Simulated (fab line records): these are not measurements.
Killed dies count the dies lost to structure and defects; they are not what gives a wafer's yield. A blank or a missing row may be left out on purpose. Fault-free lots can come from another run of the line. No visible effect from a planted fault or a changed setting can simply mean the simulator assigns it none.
Chamber matching	flow nand_harc	NHARC_P_GATE_DESCUM_48 on rie_diel-08: 4 sister chambers
The step chemistry O2, time 3 s. 8 wafers are shown with their chamber, then 10 later ones without.

== WAFERS, EACH WITH ITS CHAMBER ==
wafer	chamber	showerhead_plenum_p_Torr (Torr)	drypump_motor_current_A (A)
L081.2	3	1.89	6.5
L081.3	0	1.83	5.4
L085.5	3	1.89	6.5
L085.6	2	1.87	4.9
L086.5	1	2.03	5.2
L086.6	2	1.86	4.9
L087.2	1	2.03	5.2
L087.4	0	1.83	5.3

== WAFERS WITH NO CHAMBER GIVEN ==
wafer	showerhead_plenum_p_Torr (Torr)	drypump_motor_current_A (A)
L087.5	1.89	6.5
L089.3	1.83	5.3
L089.5	1.83	5.3
L089.6	2.03	5.1
L090.1	1.83	5.3
L090.3	1.89	6.5
L090.4	1.86	4.9
L091.1	1.83	5.4
L091.2	1.89	6.5
L091.6	1.86	5.0

== WHICH CHAMBER EACH WENT THROUGH ==
wafer	from the rows above	in truth
L087.5	3	3
L089.3	0	0
L089.5	0	0
L089.6	1	1
L090.1	0	0
L090.3	3	3
L090.4	2	2
L091.1	0	0
L091.2	3	3
L091.6	2	2
Correctly placed: 10 of 10. Not placeable from these rows: 0. Wrongly placed: 0.
How it was worked out, from the rows above alone: a wafer's distance from a chamber is the root of the sum, over the readings, of the square of ((its reading less the chamber's mean) divided by the reading's scatter). The wafer belongs to the nearest chamber; if the next one is less than 2 further off, it can't be placed. A chamber's mean is the mean of its shown wafers. How the scatter is found: for the shown wafers, subtract from each reading the mean of its chamber, square and add these, divide the total by (wafers less chambers), then take the root.
